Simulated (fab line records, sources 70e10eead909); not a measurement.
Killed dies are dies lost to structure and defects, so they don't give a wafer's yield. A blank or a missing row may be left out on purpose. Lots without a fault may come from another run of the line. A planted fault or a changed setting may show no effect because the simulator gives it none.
Which tool did it? | flow nand_harc | 24 lots, 72 wafers sampled, at 4 steps of a route of 1302

WHAT THE GAUGES READ, wafer by wafer
NHARC_P_M0_CD_MEAS_16. Usual: cd_nm 90.1 nm, standard deviation 0.77.
lot  | measured     | on        | cd_nm (nm)     | flag
L074 | day 6 03:02  | cd_sem-01 | 91.0 89.9 90.4 |
L075 | day 6 20:42  | cd_sem-02 | 90.2 89.7 91.5 |
L076 | day 7 06:29  | cd_sem-03 | 89.0 89.8 88.9 |
L077 | day 7 09:03  | cd_sem-03 | 90.4 90.6 90.6 |
L078 | day 7 14:47  | cd_sem-03 | 89.5 88.8 90.3 |
L079 | day 8 05:49  | cd_sem-03 | 90.1 90.7 90.2 |
L080 | day 8 16:22  | cd_sem-01 | 90.4 90.5 91.2 |
L081 | day 8 21:38  | cd_sem-02 | 89.2 89.7 88.8 |
L082 | day 9 08:40  | cd_sem-01 | 89.2 88.1 90.1 |
L083 | day 9 22:12  | cd_sem-03 | 90.3 89.9 90.7 |
L084 | day 10 02:42 | cd_sem-02 | 89.6 89.8 90.5 |
L085 | day 10 14:56 | cd_sem-01 | 90.1 90.5 90.4 |
L086 | day 11 00:12 | cd_sem-02 | 90.2 90.4 91.6 |
L087 | day 11 11:22 | cd_sem-03 | 90.3 90.1 91.4 |
L089 | day 12 06:59 | cd_sem-03 | 89.7 91.5 89.3 |
L088 | day 12 07:59 | cd_sem-03 | 90.3 91.0 91.0 |
L090 | day 13 04:44 | cd_sem-03 | 89.2 90.1 89.8 |
L091 | day 13 08:32 | cd_sem-03 | 90.8 90.5 90.7 |
L092 | day 13 17:34 | cd_sem-02 | 89.8 88.4 90.0 |
L094 | day 14 10:37 | cd_sem-02 | 90.6 91.6 91.1 |
L093 | day 14 11:31 | cd_sem-01 | 89.2 89.2 89.6 |
L095 | day 15 07:07 | cd_sem-01 | 90.0 90.8 90.1 |
L096 | day 15 13:16 | cd_sem-02 | 89.0 89.1 90.3 |
L097 | day 16 01:47 | cd_sem-03 | 90.6 88.8 88.5 |

WHICH TOOL RAN EACH LOT (tool, then ch and the chambers of the sampled wafers, then the start)
lot  | NHARC_P_GATE_STRIP_95                | NHARC_P_CONTACT_DEP_30          | NHARC_P_CONTACT_CMP_01
L074 | plasma_asher-01 ch 0,1, day 5 18:26  | pecvd-02 ch 0,2, day 5 20:21    | cmp-03 ch 1,2,3, day 5 21:01
L075 | plasma_asher-02 ch 0,1, day 6 12:35  | pecvd-02 ch 0,1, day 6 14:28    | cmp-04 ch 0,2,3, day 6 15:16
L076 | plasma_asher-01 ch 0,1, day 6 22:22  | pecvd-04 ch 0,2, day 7 00:16    | cmp-03 ch 2,3, day 7 00:59
L077 | plasma_asher-02 ch 0,1, day 7 01:01  | pecvd-02 ch 0,1,2, day 7 02:55  | cmp-01 ch 0,1,2, day 7 03:37
L078 | plasma_asher-02 ch 0,1, day 7 06:49  | pecvd-02 ch 0,1,2, day 7 08:50  | cmp-01 ch 1,2, day 7 09:28
L079 | plasma_asher-02 ch 0,1, day 7 21:31  | pecvd-03 ch 1,2, day 7 23:34    | cmp-04 ch 0,2, day 8 00:17
L080 | plasma_asher-02 ch 0,1, day 8 08:19  | pecvd-02 ch 0,1, day 8 10:14    | cmp-01 ch 1,3, day 8 10:55
L081 | plasma_asher-01 ch 0,1, day 8 13:28  | pecvd-04 ch 1,2, day 8 15:25    | cmp-04 ch 0,2,3, day 8 16:06
L082 | plasma_asher-01 ch 0,1, day 9 00:43  | pecvd-02 ch 0,1,2, day 9 02:43  | cmp-03 ch 1,2, day 9 03:20
L083 | plasma_asher-01 ch 0,1, day 9 14:07  | pecvd-04 ch 1,2, day 9 15:59    | cmp-01 ch 0,1,2, day 9 16:44
L084 | plasma_asher-02 ch 0,1, day 9 18:27  | pecvd-04 ch 0,1,2, day 9 20:23  | cmp-03 ch 1,2,3, day 9 21:04
L085 | plasma_asher-01 ch 0,1, day 10 06:49 | pecvd-03 ch 0,2, day 10 08:42   | cmp-04 ch 1,2, day 10 09:25
L086 | plasma_asher-01 ch 0,1, day 10 16:07 | pecvd-04 ch 1,2, day 10 18:02   | cmp-03 ch 0,2, day 10 18:43
L087 | plasma_asher-01 ch 0,1, day 11 03:16 | pecvd-02 ch 0,1,2, day 11 05:11 | cmp-01 ch 0,2,3, day 11 05:55
L089 | plasma_asher-02 ch 0,1, day 11 22:49 | pecvd-03 ch 0,2, day 12 00:41   | cmp-03 ch 2,3, day 12 01:26
L088 | plasma_asher-02 ch 0,1, day 11 23:37 | pecvd-03 ch 0,1, day 12 01:31   | cmp-04 ch 0,2,3, day 12 02:14
L090 | plasma_asher-02 ch 0,1, day 12 20:32 | pecvd-03 ch 0,2, day 12 22:26   | cmp-01 ch 2,3, day 12 23:23
L091 | plasma_asher-01 ch 0,1, day 13 00:15 | pecvd-02 ch 0,1, day 13 02:12   | cmp-03 ch 0,1,3, day 13 02:52
L092 | plasma_asher-01 ch 0,1, day 13 09:34 | pecvd-02 ch 0,2, day 13 11:32   | cmp-03 ch 0,2,3, day 13 12:18
L094 | plasma_asher-01 ch 0,1, day 14 02:17 | pecvd-04 ch 0,2, day 14 04:17   | cmp-01 ch 2,3, day 14 04:59
L093 | plasma_asher-01 ch 0,1, day 14 03:17 | pecvd-03 ch 0,1,2, day 14 05:11 | cmp-03 ch 0,3, day 14 05:55
L095 | plasma_asher-02 ch 0,1, day 14 23:17 | pecvd-02 ch 1,2, day 15 01:11   | cmp-01 ch 0,1,3, day 15 01:52
L096 | plasma_asher-01 ch 0,1, day 15 04:21 | pecvd-03 ch 0,2, day 15 06:14   | cmp-01 ch 0,1,3, day 15 06:58
L097 | plasma_asher-01 ch 0,1, day 15 17:42 | pecvd-04 ch 0,2, day 15 19:40   | cmp-04 ch 2,3, day 15 20:19
- NHARC_P_GATE_STRIP_95: strips in O2.
- NHARC_P_CONTACT_DEP_30: deposits SiNx, target thk 30 nm.
- NHARC_P_CONTACT_CMP_01: polishes SiO2, target thk 200 nm.

WHAT THE TOOLS THEMSELVES READ (means of the sampled wafers that have a number; where no wafer has one, the mark that the record gives instead)
NHARC_P_GATE_STRIP_95. Usual: drypump_motor_current_A 5.8 A, standard deviation 0.61; heater_power_w 317 W, standard deviation 33.
lot  | tool            | drypump_motor_current_A (A) | heater_power_w (W) | flag
L074 | plasma_asher-01 | 6.3                         | 342                |
L075 | plasma_asher-02 | 5.3                         | 278                |
L076 | plasma_asher-01 | 6.2                         | 334                |
L077 | plasma_asher-02 | 5.3                         | 277                |
L078 | plasma_asher-02 | 5.3                         | 278                |
L079 | plasma_asher-02 | 5.3                         | 280                |
L080 | plasma_asher-02 | 5.0                         | 279                |
L081 | plasma_asher-01 | 6.2                         | 346                |
L082 | plasma_asher-01 | 6.2                         | 345                |
L083 | plasma_asher-01 | 6.3                         | 345                |
L084 | plasma_asher-02 | 5.0                         | 279                |
L085 | plasma_asher-01 | 6.1                         | 341                |
L086 | plasma_asher-01 | 6.2                         | 347                |
L087 | plasma_asher-01 | 6.3                         | 343                |
L089 | plasma_asher-02 | 5.0                         | 277                |
L088 | plasma_asher-02 | 5.3                         | 281                |
L090 | plasma_asher-02 | 5.3                         | 281                |
L091 | plasma_asher-01 | 6.2                         | 346                |
L092 | plasma_asher-01 | 6.2                         | 347                |
L094 | plasma_asher-01 | 6.2                         | 342                |
L093 | plasma_asher-01 | 6.2                         | 352                |
L095 | plasma_asher-02 | 5.0                         | 285                |
L096 | plasma_asher-01 | 6.2                         | 344                |
L097 | plasma_asher-01 | 6.2                         | 351                |

NHARC_P_CONTACT_DEP_30. Usual: heater_power_w 714 W, standard deviation 85.
lot  | tool     | heater_power_w (W) | flag
L074 | pecvd-02 | 776                |
L075 | pecvd-02 | 733                |
L076 | pecvd-04 | 716                |
L077 | pecvd-02 | 714                |
L078 | pecvd-02 | 723                |
L079 | pecvd-03 | 705                |
L080 | pecvd-02 | 755                |
L081 | pecvd-04 | 681                |
L082 | pecvd-02 | 718                |
L083 | pecvd-04 | 661                |
L084 | pecvd-04 | 713                |
L085 | pecvd-03 | 768                |
L086 | pecvd-04 | 710                |
L087 | pecvd-02 | 705                |
L089 | pecvd-03 | 815                |
L088 | pecvd-03 | 672                |
L090 | pecvd-03 | 815                |
L091 | pecvd-02 | 696                |
L092 | pecvd-02 | 732                |
L094 | pecvd-04 | 753                |
L093 | pecvd-03 | 755                |
L095 | pecvd-02 | 733                |
L096 | pecvd-03 | 821                |
L097 | pecvd-04 | 712                |

NHARC_P_CONTACT_CMP_01. Usual: edge_zone_pressure_frac 1.000, standard deviation 0.0049; motor_current_A 11.4 A, standard deviation 0.85.
lot  | tool   | edge_zone_pressure_frac | motor_current_A (A) | flag
L074 | cmp-03 | 1.001                   | 12.3                |
L075 | cmp-04 | 0.998                   | 11.2                |
L076 | cmp-03 | 1.001                   | 11.8                |
L077 | cmp-01 | 0.997                   | 10.7                |
L078 | cmp-01 | 0.997                   | 11.0                |
L079 | cmp-04 | 1.002                   | 11.5                |
L080 | cmp-01 | 1.004                   | 10.1                |
L081 | cmp-04 | 1.000                   | 11.6                |
L082 | cmp-03 | 0.999                   | 11.8                |
L083 | cmp-01 | 0.995                   | 10.6                |
L084 | cmp-03 | 1.000                   | 11.9                |
L085 | cmp-04 | 1.000                   | 11.6                |
L086 | cmp-03 | 0.998                   | 12.3                |
L087 | cmp-01 | 1.000                   | 11.1                |
L089 | cmp-03 | 1.001                   | 12.0                |
L088 | cmp-04 | 0.996                   | 11.8                |
L090 | cmp-01 | 1.003                   | 11.1                |
L091 | cmp-03 | 0.997                   | 12.2                |
L092 | cmp-03 | 1.004                   | 12.0                |
L094 | cmp-01 | 0.994                   | 10.5                |
L093 | cmp-03 | 0.994                   | 12.4                |
L095 | cmp-01 | 1.000                   | 10.6                |
L096 | cmp-01 | 1.001                   | 10.8                |
L097 | cmp-04 | 1.009                   | 11.0                |

THE ANSWER, worked out from the rows above alone
Rule: a lot is off if the mean of its wafers that have a number lies more than 3 standard deviations from the usual mean. A lot without any number at a reading at which 4 lots or more have one is off too. The other lots that the step has rows for count as sound. The gauges are gone through in route order, then the tools' own readings, and for those a lot's mean is taken as printed above. The first step at which some lot is off is used, and at that step the reading that is off furthest; a lot without a number counts as furthest.
No lot is off at any reading shown: from this, nothing can be told.

WHAT THE SIMULATOR HAD PUT IN
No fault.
